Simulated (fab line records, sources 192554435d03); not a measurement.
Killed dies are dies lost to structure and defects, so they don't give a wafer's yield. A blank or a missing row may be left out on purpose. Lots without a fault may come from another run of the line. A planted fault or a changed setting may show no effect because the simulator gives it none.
Split-lot experiment | flow n5_finfet | 7 lots, 21 wafers read, on a route of 1938 steps

THE SPLIT
At N5_BEOL_M5_COAT_22 (resist thk 30 nm), the setting spin_rpm was moved away from the recipe's 1500 rpm on 4 of the 21 wafers read, by -9.4% to +10.7%. The other wafers ran this setting at the recipe's value.

FROM THE SPLIT TO THE READING: what the file shows between them, 4 steps
- N5_BEOL_M5_EBR_24
- N5_BEOL_M5_SOFTBAKE_23: time 60 s
- N5_BEOL_M5_EXPOSE_25: exposes mask V4, defocus 10 nm
- N5_BEOL_M5_PEB_26: peb time 60 s

THE READING
CAR-EUV_of_BEOL_M5_COAT_22.thk_nm (the simulator's own value, which no gauge read), in nm, at N5_BEOL_M5_DEVELOP_27 (develop time 30 s). The file gives no usual value for it. The 17 wafers here that ran the recipe average 29.6 nm, standard deviation 0.11 nm.

wafer  | tool, chamber at the split | spin_rpm as run, rpm | against the recipe | CAR-EUV_of_BEOL_M5_COAT_22.thk_nm, nm | against lot-mates on the recipe
L074.4 | litho_track-01, 0          | 1500                 | recipe             | 29.6                                  | -
L074.6 | litho_track-01, 0          | 1500                 | recipe             | 29.6                                  | -
L074.5 | litho_track-01, 0          | 1660                 | +10.7%             | 28                                    | -1.6
L075.2 | litho_track-05, 0          | 1500                 | recipe             | 29.8                                  | -
L075.6 | litho_track-05, 0          | 1500                 | recipe             | 29.8                                  | -
L075.3 | litho_track-05, 0          | 1500                 | recipe             | 29.6                                  | -
L076.3 | litho_track-05, 0          | 1500                 | recipe             | 29.6                                  | -
L076.5 | litho_track-05, 0          | 1359                 | -9.4%              | 31.2                                  | +1.6
L076.6 | litho_track-05, 0          | 1359                 | -9.4%              | 31.2                                  | +1.6
L080.1 | litho_track-03, 0          | 1500                 | recipe             | 29.6                                  | -
L080.5 | litho_track-03, 0          | 1500                 | recipe             | 29.6                                  | -
L080.6 | litho_track-03, 0          | 1500                 | recipe             | 29.4                                  | -
L085.3 | litho_track-03, 0          | 1500                 | recipe             | 29.6                                  | -
L085.4 | litho_track-03, 0          | 1500                 | recipe             | 29.6                                  | -
L085.5 | litho_track-03, 0          | 1500                 | recipe             | 29.8                                  | -
L086.1 | litho_track-01, 0          | 1500                 | recipe             | 29.4                                  | -
L086.2 | litho_track-01, 0          | 1500                 | recipe             | 29.6                                  | -
L086.5 | litho_track-01, 0          | 1500                 | recipe             | 29.6                                  | -
L097.3 | litho_track-01, 0          | 1500                 | recipe             | 29.6                                  | -
L097.6 | litho_track-01, 0          | 1500                 | recipe             | 29.6                                  | -
L097.5 | litho_track-01, 0          | 1647                 | +9.8%              | 28.2                                  | -1.4

THE FIT
A straight line over all 21 wafers: CAR-EUV_of_BEOL_M5_COAT_22.thk_nm changes by -0.158 nm for each +1% of spin_rpm; r = -0.99; the points scatter about the line by 0.11 nm.
The same after taking each lot's own level away (the mean of its wafers on the recipe; 21 wafers): -0.158 nm for each +1%; r = -0.99; scatter 0.089 nm.
On that fit, the largest move of spin_rpm shifts the reading by 1.7 nm.
The lots' own levels span 29.53 to 29.73 nm, that is 1.9 times the standard deviation above.
So the lot-to-lot level changes the slope little: the two slopes agree.
Check: with one of the wafers moved furthest among these (+10.7%) left out of the fit, the line predicts -1.69 nm for it against its lot-mates. It came out at -1.6 nm against them.

OTHER SPLITS ON THESE WAFERS
These wafers also went through other splits before the reading. Each is held against what the fit with the lots' levels taken away leaves over:
other split on the same wafers | wafers away from the commonest value | r with CAR-EUV_of_BEOL_M5_COAT_22.thk_nm (lot level and that fit taken away)
N5_BEOL_M1_COAT_62 spin_rpm    | 5                                    | +0.06
N5_BEOL_M2_SPUTTER_86 time_s   | 5                                    | +0.01
N5_BEOL_M3_SPUTTER_48 time_s   | 5                                    | +0.23
N5_BEOL_M5_COAT_66 spin_rpm    | 8                                    | -0.11

THE WHOLE CHAIN: every reading that the file lists as answering this split, in the file's order
step                  | what it does      | reading                                                                            | change (the file's fit)               | r (the file's)
N5_BEOL_M5_COAT_22    | resist thk 30 nm  | CAR-EUV_of_BEOL_M5_COAT_22.thk_nm (the simulator's own value, which no gauge read) | -0.143 nm for each +1% of the setting | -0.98
N5_BEOL_M5_DEVELOP_27 | develop time 30 s | CAR-EUV_of_BEOL_M5_COAT_22.thk_nm (the simulator's own value, which no gauge read) | -0.154 nm for each +1% of the setting | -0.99

THE FILE'S OWN FIT
CAR-EUV_of_BEOL_M5_COAT_22.thk_nm changes by -0.154 nm for each +1% of spin_rpm, r = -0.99.
